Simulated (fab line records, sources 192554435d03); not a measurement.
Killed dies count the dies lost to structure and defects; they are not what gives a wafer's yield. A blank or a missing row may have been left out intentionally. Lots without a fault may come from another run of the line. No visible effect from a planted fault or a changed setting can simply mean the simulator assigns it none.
fab line records	flow n5_finfet
[record] lots = 6	wafers = 18	last_day = 17
route steps=1938 shown BEOL_M0@719 BEOL_M4@1111 PASSIVATION@1936
lots with no fault: from the same line, run without faults
start_h: start of the lot's first displayed wafer, in hours after the record's first day	wait_h: hours from the lot's prior step to this one	" same as the row above	L1.1+2: one row covering several wafers at once	- no value present, or no start provided	* or withheld: withheld	< > ~ a bound
route shown NAME@n: a module of which the file shows steps, and the number in the route of the first	usual: mean/standard deviation of fault-free wafers	same: alike in all rows	chamber/n: place in a boat	sites: per-site readings	_std_site: the standard deviation of these	_edge_site: inner sites' mean taken away from outer sites' mean	radius_mm: for every site, how far away it sits from the centre of the wafer	mask NAME#n: copy n	behind: the tool/chamber that last shaped the wafer	hold: reason for holding the lot/hours on hold/outcome of the hold	device: the n, p or np transistor that did not switch	end of line: tests run on the same wafers once the route is complete	a step given without rows: its recipe and nothing more	killed: dies that structure and defects cost at the first sort, which is not the same as the wafer's yield	map: per-die view of a wafer (x killed, . not killed, _ where there is no die)
set.NAME: the setting as run; set.NAME@STEP: as run at that earlier step	model.NAME: the simulator's own value behind a step, which no gauge read
lots at some steps of the route; a table a step, a row a wafer
services: the hour from which a tool's chamber was out of use, counted from the record's first day as start_h (under 0 if before that day), plus the number of hours and why
[[steps]]
[step N5_BEOL_M0_WET_ETCH_106]
[recipe] chemistry = DHF	dilution = 10:1	temp_c = 25	target = SiO2	target_depth_a = 1300	dry = ipa_marangoni	rinse_time_s = 30	rinse_temp_c = 23
[step N5_BEOL_M0_ETCH_128]
[recipe] chemistry = CF4/N2	target_depth_a = 120	overetch_a = 51	target = SiCN	time_s = 21.4	ion_energy_ev = 150	pressure_mtorr = 40	source_w = 430	bias_w = 70	Ar_flow_sccm = 100	cf4_flow_sccm = 60	n2_flow_sccm = 60
[step N5_BEOL_M0_TRENCH_ETCH_107]
[recipe] chemistry = C4F6/O2	target_depth_a = 328	target = SiOC	time_s = 16.4	ion_energy_ev = 250	pressure_mtorr = 30	source_w = 355	bias_w = 185	Ar_flow_sccm = 300	C4F6_flow_sccm = 10	O2_flow_sccm = 10
[step N5_BEOL_M0_STRIP_142]
[recipe] chemistry = N2/H2	time_s = 10	power_w = 450	temp_c = 40	pressure_mtorr = 20	rf_frequency_hz = 6e+07	bias_power_w = 7	n2_flow_sccm = 200	h2_flow_sccm = 200
[usual] chamber_pressure_mTorr = 19.997/0.027	drypump_motor_current_A = 5.7/0.31	n2_flow_sccm = 200.0/0.61	oes_product_au = 0.79/0.078	rf_vpp_V = 59.3/0.83	showerhead_plenum_p_Torr = 2.56/0.077	temp_c = 39.99/0.11	throttle_valve_pct = 23.7/0.33
lot.wafer	tool	chamber	start_h	wait_h	chamber_pressure_mTorr	drypump_motor_current_A	n2_flow_sccm	oes_product_au	rf_hours_counter_h	rf_vpp_V	showerhead_plenum_p_Torr	temp_c	throttle_valve_pct
L710.2	rie_diel-04	3	140.20	0.0	19.994	6.1	200.3	0.81	67	58.9	2.45	39.82	23.2
L710.3	"	1	"	"	19.977	5.4	200.5	0.69	201	60.8	2.51	39.89	23.2
L710.4	"	2	"	"	20.053	5.5	200.2	0.72	182	60.5	2.64	40.04	23.4
L713.3	rie_diel-04	1	158.15	0.0	19.997	5.4	200.4	0.69	207	58.1	2.50	39.85	23.2
L713.4	"	2	"	"	19.985	5.5	200.8	0.72	189	59.0	2.64	39.93	23.5
L713.6	"	3	"	"	20.020	6.1	200.7	0.81	-	60.0	2.45	39.92	23.2
L712.1	rie_diel-06	3	160.02	0.0	20.010	6.1	200.0	0.82	92	58.9	2.56	39.99	23.3
L712.2	"	1	"	"	19.994	6.0	199.6	0.68	244	60.8	2.60	40.03	23.7
L712.3	"	2	"	"	20.015	5.7	200.7	0.83	78	59.4	2.55	39.89	23.6
L722.1	rie_diel-06	2	206.97	0.0	20.012	5.7	199.3	0.83	96	57.6	2.54	39.96	23.6
L722.2	"	3	"	"	19.989	6.0	199.8	0.81	111	58.8	2.55	40.06	23.4
L722.4	"	3	"	"	19.962	6.0	199.8	0.82	-	58.1	2.55	40.10	23.4
L727.2	rie_diel-04	2	234.91	0.0	19.999	5.4	199.6	0.69	213	60.0	2.63	39.96	23.5
L727.3	"	3	"	"	19.992	6.1	200.9	0.78	98	60.1	2.43	39.99	23.3
L727.6	"	2	"	"	19.977	5.5	198.8	0.70	-	60.1	2.63	39.95	23.5
L728.4	rie_diel-01	2	248.06	0.0	20.017	5.9	200.4	0.93	12	58.9	2.71	39.96	23.9
L728.5	"	0	"	"	19.978	5.1	200.8	0.84	-	59.9	2.62	40.00	23.8
L728.6	"	3	"	"	19.988	5.5	200.5	0.81	-	58.9	2.56	40.06	23.8
[step N5_BEOL_M0_OCD_MEAS_108]
[usual] trench_depth_nm = 32.9/0.84
lot.wafer	tool	chamber	start_h	wait_h	trench_depth_nm
L710.2	ocd-02	-	140.28	0.1	33.2
L710.3	"	-	"	"	32.5
L710.4	"	-	"	"	33.6
L713.3	ocd-02	-	158.24	0.1	32.3
L713.4	"	-	"	"	34.3
L713.6	"	-	"	"	32.5
L712.1	ocd-02	-	160.09	0.1	31.9
L712.2	"	-	"	"	32.5
L712.3	"	-	"	"	34.3
L722.1	ocd-02	-	207.05	0.1	33.7
L722.2	"	-	"	"	32.3
L722.4	"	-	"	"	32.8
L727.2	ocd-02	-	234.99	0.1	33.6
L727.3	"	-	"	"	32.9
L727.6	"	-	"	"	33.4
L728.4	ocd-01	-	248.14	0.1	32.1
L728.5	"	-	"	"	34.0
L728.6	"	-	"	"	32.0
[step N5_BEOL_M0_HM_STRIP_129]
[recipe] chemistry = peroxide_tin_strip	material = TiN	target_depth_a = 170	temp_c = 50	time_s = 108
[step N5_BEOL_M0_SRD_130]
[recipe] time_s = 30	temp_c = 23	rinse_liquid = diw	dry = ipa_marangoni
[step N5_BEOL_M0_ETCH_109]
[recipe] chemistry = CH3F/O2	target_depth_a = 80	overetch_a = 24	target = SiCN	time_s = 27.4	ion_energy_ev = 120	pressure_mtorr = 30	source_w = 395	bias_w = 75	Ar_flow_sccm = 150	CH3F_flow_sccm = 30	O2_flow_sccm = 20
[usual] chamber_pressure_mTorr = 30.002/0.024	drypump_motor_current_A = 5.7/0.31	oes_product_au = 0.68/0.067	rf_vpp_V = 297.7/1.4	showerhead_plenum_p_Torr = 2.02/0.052	throttle_valve_pct = 16.32/0.27
lot.wafer	tool	chamber	start_h	wait_h	chamber_pressure_mTorr	drypump_motor_current_A	oes_product_au	rf_hours_counter_h	rf_vpp_V	showerhead_plenum_p_Torr	throttle_valve_pct
L710.2	rie_diel-04	0	140.39	0.0	30.035	6.2	0.75	30	296.3	2.03	15.92
L710.3	"	2	"	"	29.970	5.5	0.61	182	300.4	2.07	16.11
L710.4	"	3	"	"	29.975	6.2	0.70	67	295.7	1.96	16.22
L713.3	rie_diel-06	3	158.59	0.3	29.975	6.0	0.72	91	297.4	2.02	16.13
L713.4	"	1	"	"	29.984	5.9	0.58	-	298.2	2.07	16.66
L713.6	"	2	"	"	30.002	5.6	0.71	-	297.8	2.03	16.49
L712.1	rie_diel-01	2	160.20	0.0	29.965	5.9	0.59	236	293.1	1.92	16.93
L712.2	"	0	"	"	29.996	5.1	0.76	28	298.8	2.03	16.07
L712.3	"	3	"	"	30.029	5.5	0.73	57	298.5	2.01	16.28
L722.1	rie_diel-06	3	207.20	0.0	29.988	6.0	0.68	111	298.8	2.01	16.17
L722.2	"	2	"	"	30.051	5.7	0.68	96	298.7	2.03	16.53
L722.4	"	0	"	"	29.975	5.6	0.70	-	298.4	1.94	15.89
L727.2	rie_diel-06	1	235.13	0.1	29.961	5.9	0.85	0	296.7	2.07	16.22
L727.3	"	3	"	"	29.982	6.0	0.68	122	298.1	2.01	16.17
L727.6	"	1	"	"	29.987	5.9	0.85	-	298.2	2.07	16.20
L728.4	rie_diel-04	3	248.32	0.1	30.000	6.1	0.66	-	296.2	1.95	16.28
L728.5	"	2	"	"	30.013	5.4	0.59	-	296.8	2.06	16.19
L728.6	"	1	"	"	30.010	5.4	0.59	-	297.5	1.98	16.33
[step N5_BEOL_M0_STRIP_139]
[recipe] chemistry = post_etch_residue_remover	time_s = 60	temp_c = 25	remover_ph = withheld	remover_water_wt_pct = withheld	remover_fluoride_wt_pct = withheld
[step N5_BEOL_M0_SRD_111]
[recipe] time_s = 30	temp_c = 23	rinse_liquid = diw	dry = ipa_marangoni
[step N5_BEOL_M0_DEGAS_112]
[recipe] ambient = vacuum	temp_c = 250	time_s = 60
[step N5_BEOL_M0_PRE_CLEAN_113]
[recipe] gas = H2/He	time_s = 30	temp_c = 250
[usual] heater_power_w = 325/19
lot.wafer	tool	chamber	start_h	wait_h	heater_power_w
L710.2	pvd_sputter-02	-	140.60	0.0	321
L710.3	"	-	"	"	356
L710.4	"	-	"	"	320
L713.3	pvd_sputter-02	-	159.43	0.0	315
L713.4	"	-	"	"	317
L713.6	"	-	"	"	322
L712.1	pvd_sputter-02	-	160.49	0.0	317
L712.2	"	-	"	"	358
L712.3	"	-	"	"	325
L722.1	pvd_sputter-01	-	207.72	0.0	341
L722.2	"	-	"	"	320
L722.4	"	-	"	"	326
L727.2	pvd_sputter-03	-	235.69	0.0	342
L727.3	"	-	"	"	358
L727.6	"	-	"	"	332
L728.4	pvd_sputter-01	-	249.64	0.0	326
L728.5	"	-	"	"	315
L728.6	"	-	"	"	320
[step N5_BEOL_M0_ALD_136]
[recipe] material = TaN	target_thk_a = *	temp_c = 275	ald_precursor_family = PDMAT	ald_co_reactant = NH3	pressure_torr = 3	carrier_flow_sccm = 1500	pulse_time_s = 2	purge_time_s = 3	co_reactant_purge_time_s = 2	co_reactant_pulse_time_s = 3	ald_cycles = 30	precursor_vessel_temp_c = 75	precursor_vessel_pressure_torr = 26.25	precursor_vessel_carrier_sccm = 1000
[usual] ald_cycles = 30/0	chamber_pressure_Torr = 2.999/0.0067	co_reactant_pulse_time_s = 3/0	heater_power_w = 430/39
lot.wafer	tool	chamber	start_h	wait_h	ald_cycles	chamber_pressure_Torr	co_reactant_pulse_time_s	heater_power_w
L710.2	ald_metal-03	3	140.66	0.0	30	2.996	3	471
L710.3	"	2	"	"	30	3.003	3	423
L710.4	"	0	"	"	30	2.999	3	408
L713.3	ald_metal-03	0	159.56	0.1	-	-	-	-
L713.4	"	2	"	"	-	-	-	-
L713.6	"	2	"	"	-	-	-	-
L712.1	ald_metal-01	0	160.61	0.1	-	-	-	-
L712.2	"	2	"	"	-	-	-	-
L712.3	"	1	"	"	-	-	-	-
L722.1	ald_metal-02	2	207.79	0.1	30	2.995	3	425
L722.2	"	3	"	"	30	2.996	3	312
L722.4	"	0	"	"	30	2.997	3	376
L727.2	ald_metal-01	0	235.75	0.0	30	3.008	3	407
L727.3	"	1	"	"	30	2.994	3	388
L727.6	"	3	"	"	30	3.001	3	485
L728.4	ald_metal-01	2	249.74	0.1	30	2.998	3	452
L728.5	"	1	"	"	30	3.003	3	384
L728.6	"	0	"	"	30	3.000	3	407
[step N5_BEOL_M0_SURFACE_TREAT_137]
[recipe] gas = Ar	time_s = *	ion_energy_ev = *	ion_current_ma_cm2 = 0.5	pressure_mtorr = *	ar_flow_sccm = 30
[usual] throttle_valve_pct = *
lot.wafer	tool	chamber	start_h	wait_h	throttle_valve_pct
L710.2	pvd_sputter-03	-	140.98	0.2	*
L710.3	"	-	"	"	*
L710.4	"	-	"	"	*
L713.3	pvd_sputter-03	-	159.82	0.2	*
L713.4	"	-	"	"	*
L713.6	"	-	"	"	*
L712.1	pvd_sputter-03	-	160.83	0.1	*
L712.2	"	-	"	"	*
L712.3	"	-	"	"	*
L722.1	pvd_sputter-02	-	208.24	0.3	*
L722.2	"	-	"	"	*
L722.4	"	-	"	"	*
L727.2	pvd_sputter-02	-	236.07	0.2	*
L727.3	"	-	"	"	*
L727.6	"	-	"	"	*
L728.4	pvd_sputter-03	-	250.02	0.2	*
L728.5	"	-	"	"	*
L728.6	"	-	"	"	*
[step N5_BEOL_M0_CVD_115]
[recipe] material = Co	target_thk_a = *	temp_c = withheld	precursor = CCTBA/H2	pressure_torr = 30	time_s = 120
[step N5_BEOL_M0_SPUTTER_116]
[recipe] material = Cu	target_thk_a = 40	temp_c = -20	chamber_pressure_pa = 0.07	power_w = withheld	time_s = 7.37
[step N5_BEOL_M0_ANNEAL_117]
[recipe] temp_c = 400	time_s = 60	ambient = vacuum
[step N5_BEOL_M0_SPUTTER_132]
[recipe] material = Cu	target_thk_a = 40	temp_c = -20	chamber_pressure_pa = 0.07	power_w = withheld	time_s = 7.37
[usual] throttle_valve_pct = 29.8/1.2
lot.wafer	tool	chamber	start_h	wait_h	throttle_valve_pct
L710.2	pvd_sputter-01	-	142.71	0.0	31.1
L710.3	"	-	"	"	29.0
L710.4	"	-	"	"	30.5
L713.3	pvd_sputter-03	-	160.42	0.0	30.1
L713.4	"	-	"	"	28.4
L713.6	"	-	"	"	30.4
L712.1	pvd_sputter-02	-	161.11	0.0	32.3
L712.2	"	-	"	"	29.2
L712.3	"	-	"	"	27.9
L722.1	pvd_sputter-01	-	210.04	0.0	29.4
L722.2	"	-	"	"	29.0
L722.4	"	-	"	"	30.9
L727.2	pvd_sputter-01	-	236.48	0.0	29.3
L727.3	"	-	"	"	30.6
L727.6	"	-	"	"	30.9
L728.4	pvd_sputter-01	-	250.50	0.0	29.0
L728.5	"	-	"	"	29.1
L728.6	"	-	"	"	29.1
[step N5_BEOL_M0_ANNEAL_133]
[recipe] temp_c = 400	time_s = 60	ambient = vacuum
[step N5_BEOL_M0_SPUTTER_134]
[recipe] material = Cu	target_thk_a = 40	temp_c = -20	chamber_pressure_pa = 0.07	power_w = withheld	time_s = 7.37
[step N5_BEOL_M0_ANNEAL_135]
[recipe] temp_c = 400	time_s = 60	ambient = vacuum
[step N5_BEOL_M0_SPUTTER_141]
[recipe] material = Cu	target_thk_a = 40	temp_c = -20	chamber_pressure_pa = 0.07	power_w = withheld	time_s = 7.37
[step N5_BEOL_M0_ECD_118]
[recipe] material = Cu	target_thk_a = 3000
[step N5_BEOL_M0_ANNEAL_119]
[recipe] temp_c = 225	time_s = 90	ambient = N2
[step N5_BEOL_M0_CMP_120]
[recipe] stop_on = SiOC	t_overpolish_s = 6.9	down_force_psi = 1	platen_rpm = 50	clearing_platen_down_force_psi = 1.5	clearing_platen_rpm = 50	post_cmp_clean = cu_alkaline	clearing_platen_pad_velocity_m_s = 0.99484	pad_velocity_m_s = 0.99484
[usual] barrier_field_endpoint_s = 3.59/0.17	motor_current_A = 6.3/0.57
lot.wafer	tool	chamber	start_h	wait_h	barrier_field_endpoint_s	motor_current_A
L710.2	cmp-02	2	144.69	1.5	3.76	7.0
L710.3	"	3	"	"	3.76	5.8
L710.4	"	0	"	"	3.43	7.1
L713.4	cmp-04	1	161.74	0.1	1.75	6.3
L713.3	"	0	"	"	1.74	5.5
L713.6	"	2	"	"	1.84	7.3
L712.2	cmp-01	1	161.99	0.2	1.79	6.3
L712.3	"	2	"	"	1.65	6.2
L712.1	"	0	"	"	1.65	5.7
L722.4	cmp-02	1	210.97	0.2	3.91	5.7
L722.1	"	3	"	"	3.85	6.1
L722.2	"	0	"	"	3.45	7.1
L727.3	cmp-02	1	237.76	0.2	3.64	6.1
L727.2	"	2	"	"	3.75	7.0
L727.6	"	1	"	"	3.78	6.0
L728.4	cmp-02	1	251.25	0.1	3.75	6.0
L728.6	"	1	"	"	4.00	6.5
L728.5	"	2	"	"	3.89	7.0
[step N5_BEOL_M4_RC_MEAS_101]
[usual] DIBL_N = 36.0/2.2	DIBL_P = 35.9/2.6	IOFF_N = 0.16/0.038	IOFF_P = 0.21/0.042	ION_N = 675/15	ION_P = 463/10	SS_N = 71.5/0.62	SS_P = 73.2/0.76	VT_N = 250/4.1	VT_P = -251/3.6
lot.wafer	tool	chamber	start_h	wait_h	DIBL_N[mV/V]	DIBL_P[mV/V]	IOFF_N[nA/um]	IOFF_P[nA/um]	ION_N[uA/um]	ION_P[uA/um]	SS_N[mV/dec]	SS_P[mV/dec]	VT_N[mV]	VT_P[mV]
L710.2	prober-01	0	192.88	0.2	35.1	34.2	0.13	0.18	652	450	72.1	73.2	254	-254
L710.3	"	0	"	"	29.7	28.3	0.08	0.12	649	450	70.1	70.8	257	-259
L710.4	"	0	"	"	32.0	30.9	0.09	0.14	629	442	71.3	73.2	259	-257
L722.1	prober-01	0	262.09	0.0	34.9	36.9	0.16	0.23	678	471	70.9	73.9	248	-248
L722.2	"	0	"	"	36.0	37.1	0.17	0.23	681	461	71.4	73.7	244	-248
L722.4	"	0	"	"	37.8	40.2	0.24	0.28	723	484	72.0	74.1	239	-247
L727.2	prober-02	0	290.32	0.2	35.4	35.1	0.15	0.23	689	476	71.6	72.3	251	-248
L727.3	"	0	"	"	36.3	35.1	0.17	0.23	670	457	71.5	73.2	251	-247
L727.6	"	0	"	"	37.3	37.0	0.20	0.27	702	480	71.6	73.8	246	-244
L728.4	prober-01	0	306.72	0.5	37.9	38.4	0.21	0.23	669	453	72.2	73.3	249	-252
L728.5	"	0	"	"	36.3	37.6	0.18	0.21	688	463	72.1	73.5	246	-251
L728.6	"	0	"	"	37.7	40.2	0.20	0.26	677	461	72.3	74.5	246	-250
[step N5_PASSIVATION_PROBE_49]
[usual] defect_limited_yield = 91.4/1.6	killed_at_M0_to_M3 = 35/10	killed_at_M4_up = 12/4.7	killed_at_contacts = 12/5.8	killed_at_front_end = 38/12	killed_at_other = 4/3.2	killed_dies = 102/18	killed_on_rim = 13/4.2	killed_open = 68/14	killed_short = 32/8	sort_bin_5_function = 5.1/0.96	sort_bin_6_memory = 3.2/0.77	sort_bin_8_speed = 0.1/0.39	sort_n_pass = 1078/20	sort_yield_pct = 91.3/1.7
[same] gross_dies = 1180	killed_at_back_side = 0	sort_bin_4_leakage[%] = 0
lot.wafer	tool	chamber	start_h	wait_h	defect_limited_yield[%]	killed_at_M0_to_M3	killed_at_M4_up	killed_at_contacts	killed_at_front_end	killed_at_other	killed_dies	killed_on_rim	killed_open	killed_short	sort_bin_5_function[%]	sort_bin_6_memory[%]	sort_bin_8_speed[%]	sort_n_pass	sort_yield_pct[%]
L710.2	prober-01	-	291.93	0.1	88.4	47	17	10	59	4	137	20	86	50	6.9	4.3	0	1043	88.4
L710.3	prober-01	-	291.98	0.1	88.4	44	9	17	62	5	137	17	80	56	6.3	4.9	0	1043	88.4
L710.4	prober-01	-	292.03	0.2	89.6	28	16	14	58	7	123	16	89	34	5.6	4.6	1.8	1036	87.8
L712.1	prober-02	-	319.68	0.0	0	1143	8	7	17	5	1180	152	41	20	97.7	2.2	0	0	0
L712.2	prober-02	-	319.73	0.1	0	1125	19	8	27	1	1180	152	62	34	96.9	3.0	0	0	0
L712.3	prober-02	-	319.78	0.1	0	1148	10	5	12	5	1180	152	45	31	97.6	2.4	0	0	0
L722.1	prober-02	-	370.26	0.0	90.6	58	5	18	30	0	111	12	79	32	6.0	3.0	0	1069	90.6
L722.2	prober-02	-	370.31	0.1	91.0	30	14	21	35	6	106	12	77	29	5.2	3.7	0	1074	91.0
L722.4	prober-02	-	370.41	0.2	91.6	41	7	13	36	2	99	13	70	29	4.8	3.6	0	1081	91.6
L727.3	prober-02	-	390.85	0.5	89.4	52	12	16	42	3	125	19	80	45	6.0	4.2	0	1055	89.4
L727.6	prober-02	-	391.00	0.6	90.0	39	27	14	38	0	118	13	88	30	6.4	3.3	0	1062	90.0
L728.4	prober-01	-	408.55	0.2	91.9	19	15	12	43	7	96	10	57	34	4.2	3.3	0	1084	91.9
L728.5	prober-01	-	408.60	0.2	91.9	35	14	13	30	3	95	7	59	36	4.8	2.4	0	1085	91.9
L728.6	prober-01	-	408.65	0.3	93.8	19	17	11	24	2	73	11	52	21	3.8	2.2	0	1107	93.8
// killed by level:class
L710.2 STI_FIN_REVEAL:geometric_particle:open=15 BEOL_M0_SAQP:geometric_particle:short=15 FIN_SAQP:geometric_particle:open=9 BEOL_M0_SAQP:geometric_particle:open=9 FIN_SAQP:geometric_particle:short=8 MOL_CONTACT_COAG:geometric_particle:open=8 BEOL_M4:geometric_particle:open=7 GATE_CUT:geometric_particle:short=6
L710.3 FIN_SAQP:geometric_particle:open=15 BEOL_M0_SAQP:geometric_particle:short=15 BEOL_M0_SAQP:geometric_particle:open=12 MOL_CONTACT_COAG:geometric_particle:open=12 BEOL_M2:geometric_particle:short=7 DUMMY_GATE:geometric_particle:open=6 ILD0:geometric_particle:short=6 ILD0:geometric_particle:open=5
L710.4 FIN_SAQP:geometric_particle:open=13 STI_FIN_REVEAL:geometric_particle:open=13 MOL_CONTACT_COAG:geometric_particle:open=12 BEOL_M4:geometric_particle:open=9 BEOL_M0_SAQP:geometric_particle:open=7 FIN_SAQP:geometric_particle:short=6 DUMMY_GATE:geometric_particle:open=6 BEOL_M1:geometric_particle:open=6
L712.1 BEOL_M0:area_ald=1118 STI_FIN_REVEAL:geometric_particle:open=5 MOL_CONTACT_COAG:geometric_particle:open=5 BEOL_M3:geometric_particle:open=5 BEOL_M0_SAQP:geometric_particle:short=4 BEOL_M0_SAQP:geometric_particle:open=4 BEOL_M0:geometric_particle:open=3 BEOL_M1:geometric_particle:open=3
L712.2 BEOL_M0:area_ald=1084 BEOL_M0_SAQP:geometric_particle:short=13 BEOL_M4:geometric_particle:open=12 BEOL_M3:geometric_particle:open=10 MOL_CONTACT_COAG:geometric_particle:open=6 DUMMY_GATE:geometric_particle:open=5 BEOL_M0_SAQP:geometric_particle:open=5 BEOL_M0:geometric_particle:open=5
L712.3 BEOL_M0:area_ald=1103 BEOL_M0_SAQP:geometric_particle:short=11 BEOL_M0_SAQP:geometric_particle:open=10 BEOL_M1:geometric_particle:open=7 BEOL_M2:geometric_particle:open=5 BEOL_M4:geometric_particle:open=4 MOL_CONTACT_COAG:geometric_particle:open=3 BEOL_M2:geometric_particle:short=3
L722.1 BEOL_M3:geometric_particle:open=17 MOL_CONTACT_COAG:geometric_particle:open=12 BEOL_M0_SAQP:geometric_particle:open=12 FIN_SAQP:geometric_particle:short=9 BEOL_M2:geometric_particle:open=9 FIN_SAQP:geometric_particle:open=8 BEOL_M0_SAQP:geometric_particle:short=7 MOL_CONTACT_COAG:geometric_particle:short=6
L722.2 MOL_CONTACT_COAG:geometric_particle:open=17 FIN_SAQP:geometric_particle:open=9 BEOL_M4:geometric_particle:open=9 STI_FIN_REVEAL:geometric_particle:open=7 BEOL_M0_SAQP:geometric_particle:open=7 BEOL_M3:geometric_particle:open=6 FIN_SAQP:geometric_particle:short=5 DUMMY_GATE:geometric_particle:open=4
L722.4 MOL_CONTACT_COAG:geometric_particle:open=13 FIN_SAQP:geometric_particle:open=11 BEOL_M0_SAQP:geometric_particle:open=9 BEOL_M3:geometric_particle:open=8 FIN_SAQP:geometric_particle:short=7 BEOL_M0_SAQP:geometric_particle:short=7 BEOL_M1:geometric_particle:open=7 BEOL_M2:geometric_particle:open=6
L727.3 MOL_CONTACT_COAG:geometric_particle:open=16 FIN_SAQP:geometric_particle:short=12 BEOL_M0_SAQP:geometric_particle:short=12 BEOL_M0_SAQP:geometric_particle:open=10 BEOL_M1:geometric_particle:open=10 BEOL_M0:geometric_particle:open=8 FIN_SAQP:geometric_particle:open=7 BEOL_M4:geometric_particle:open=5
L727.6 BEOL_M4:geometric_particle:open=18 FIN_SAQP:geometric_particle:open=12 MOL_CONTACT_COAG:geometric_particle:open=11 BEOL_M0_SAQP:geometric_particle:short=8 BEOL_M1:geometric_particle:open=8 BEOL_M2:geometric_particle:open=7 BEOL_M0_SAQP:geometric_particle:open=4 FIN_SAQP:geometric_particle:short=4
L728.4 FIN_SAQP:geometric_particle:short=15 MOL_CONTACT_COAG:geometric_particle:open=9 BEOL_M3:geometric_particle:open=9 FIN_SAQP:geometric_particle:open=8 BEOL_M4:geometric_particle:open=7 BEOL_M5:geometric_particle:open=5 HKMG_FIN:area_etch=5 BEOL_M1:geometric_particle:open=4
L728.5 BEOL_M2:geometric_particle:open=15 MOL_CONTACT_COAG:geometric_particle:open=10 GATE_CUT:geometric_particle:short=6 BEOL_M3:geometric_particle:open=6 BEOL_M4:geometric_particle:open=6 STARTING-WAFER:geometric_particle:short=5 FIN_SAQP:geometric_particle:short=4 BEOL_M1:geometric_particle:open=4
L728.6 MOL_CONTACT_COAG:geometric_particle:open=8 FIN_SAQP:geometric_particle:open=7 BEOL_M4:geometric_particle:open=7 STI_FIN_REVEAL:geometric_particle:open=6 BEOL_M1:geometric_particle:open=6 FIN_SAQP:geometric_particle:short=4 BEOL_M2:geometric_particle:open=4 MOL_CONTACT_COAG:geometric_particle:short=3
// map L712.1 (x killed, . not)
_________________xxxxxxxxxxxx________________
______________xxxxxxxxxxxxxxxxxx_____________
___________xxxxxxxxxxxxxxxxxxxxxxxx__________
__________xxxxxxxxxxxxxxxxxxxxxxxxxx_________
________xxxxxxxxxxxxxxxxxxxxxxxxxxxxxx_______
_______xxxxxxxxxxxxxxxxxxxxxxxxxxxxxxxx______
______xxxxxxxxxxxxxxxxxxxxxxxxxxxxxxxxxx_____
_____xxxxxxxxxxxxxxxxxxxxxxxxxxxxxxxxxxxx____
____xxxxxxxxxxxxxxxxxxxxxxxxxxxxxxxxxxxxxx___
___xxxxxxxxxxxxxxxxxxxxxxxxxxxxxxxxxxxxxxxx__
___xxxxxxxxxxxxxxxxxxxxxxxxxxxxxxxxxxxxxxxx__
__xxxxxxxxxxxxxxxxxxxxxxxxxxxxxxxxxxxxxxxxxx_
__xxxxxxxxxxxxxxxxxxxxxxxxxxxxxxxxxxxxxxxxxx_
_xxxxxxxxxxxxxxxxxxxxxxxxxxxxxxxxxxxxxxxxxxxx
_xxxxxxxxxxxxxxxxxxxxxxxxxxxxxxxxxxxxxxxxxxxx
_xxxxxxxxxxxxxxxxxxxxxxxxxxxxxxxxxxxxxxxxxxxx
_xxxxxxxxxxxxxxxxxxxxxxxxxxxxxxxxxxxxxxxxxxxx
_xxxxxxxxxxxxxxxxxxxxxxxxxxxxxxxxxxxxxxxxxxxx
_xxxxxxxxxxxxxxxxxxxxxxxxxxxxxxxxxxxxxxxxxxxx
_xxxxxxxxxxxxxxxxxxxxxxxxxxxxxxxxxxxxxxxxxxxx
_xxxxxxxxxxxxxxxxxxxxxxxxxxxxxxxxxxxxxxxxxxxx
__xxxxxxxxxxxxxxxxxxxxxxxxxxxxxxxxxxxxxxxxxx_
__xxxxxxxxxxxxxxxxxxxxxxxxxxxxxxxxxxxxxxxxxx_
___xxxxxxxxxxxxxxxxxxxxxxxxxxxxxxxxxxxxxxxx__
___xxxxxxxxxxxxxxxxxxxxxxxxxxxxxxxxxxxxxxxx__
____xxxxxxxxxxxxxxxxxxxxxxxxxxxxxxxxxxxxxx___
_____xxxxxxxxxxxxxxxxxxxxxxxxxxxxxxxxxxxx____
______xxxxxxxxxxxxxxxxxxxxxxxxxxxxxxxxxx_____
_______xxxxxxxxxxxxxxxxxxxxxxxxxxxxxxxx______
________xxxxxxxxxxxxxxxxxxxxxxxxxxxxxx_______
__________xxxxxxxxxxxxxxxxxxxxxxxxxx_________
___________xxxxxxxxxxxxxxxxxxxxxxxx__________
______________xxxxxxxxxxxxxxxxxx_____________
_________________xxxxxxxxxxxx________________
// map L727.3 (x killed, . not)
_________________............________________
______________.x.x..x.x........._____________
___________.....x...........x......__________
__________....x.....x.x.x..........._________
________..........x..x................_______
_______.x.........x..................x.______
______.....x.........x.......xx.......x._____
_____xx.........xx.x...x.................____
____.x.....x............................x.___
___..x.x.x..x.xxx........x...........x.....__
___.....x...............xx.....xx..x..x....__
__.......................xx................._
__x...................x........x........x..._
_.....x.........xx.................x.........
_....x..x...xx.x.................x...........
_.x...............x..xx......................
_..x.........x.......x..................xx..x
_...........x...................x..x.x....x..
_...........................xx...............
_x.......................xx..x......xxx.....x
_....x.......................................
__.............x...................x........_
__..x.x....................x..........x....._
___......................x.................__
___................xx...........xx...xxx...__
____...x..................................___
_____.................x...x..............____
______.x..x...........xx.....x.x........_____
_______..................x.............______
________........x..........x.........._______
__________............xx....x......._________
___________...x............x.......__________
______________....x.....xx......_____________
_________________.xx...xx....________________
[[services]]
tool	chamber	start_h	hours	kind
cmp-02	-	131.75	0.2	repair
cmp-02	-	133.37	1.2	repair
cmp-02	-	145.92	3.0	repair
pvd_sputter-01	-	150.27	1.8	repair
cmp-01	-	154.57	0.4	repair
rie_diel-06	0	155.65	13.1	repair
cmp-02	-	161.59	4.0	pm
cmp-02	-	165.59	-	consumable_replace:conditioner
cmp-02	-	165.59	-	consumable_replace:pad
rie_diel-01	1	173.91	5.0	repair
cmp-02	-	174.42	6.1	pm
cmp-04	-	177.55	0.7	repair
ald_metal-01	-	178.55	0.7	repair
cmp-01	-	181.78	3.0	repair
cmp-02	-	183.13	0.8	repair
rie_diel-06	1	187.11	16.2	repair
ald_metal-02	1	187.77	24.8	repair
cmp-01	-	196.02	4.0	pm
rie_diel-04	1	204.77	9.1	repair
cmp-04	-	207.57	24.7	pm
ald_metal-02	-	230.37	2.8	pm
cmp-02	-	239.66	0.5	repair
rie_diel-06	3	242.09	1.5	repair
rie_diel-06	0	242.48	1.3	repair
[[key]]
[first_sign] step = N5_BEOL_M0_ALD_136	reading = tool_record	direction = missing
[effect] step = N5_BEOL_M0_CMP_120	reading = barrier_field_endpoint_s	direction = down	sigmas = 11	usual = 3.59	struck = 1.74
[effect] step = N5_PASSIVATION_PROBE_49	reading = killed_at_M0_to_M3	direction = up	sigmas = 99+	usual = 35	struck = 1139
[more_kills_born_at] N5_BEOL_M0_ALD_136@ald_metal-01 = 3305
met_at N5_BEOL_M0_ALD_136
struck_wafers L712.1,L712.2,L712.3,L713.3,L713.4,L713.6
rows_end L713.3,L713.4,L713.6
later_rows_left_out L712.1,L712.2,L712.3
onset_between 140.66 159.56
[fault] kind = skipped_step_whole	tool = ald_metal-01,ald_metal-03	chamber = -	onset_h = 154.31	steps = N5_BEOL_M0_ALD_136	scope = struck_lots_only
// later_rows_left_out: the simulator's readings of these wafers behind a module that went badly wrong aren't trusted and aren't shown, but for the sort
// rows_end: these wafers met a further fault down the route, and their rows from its step on are left out
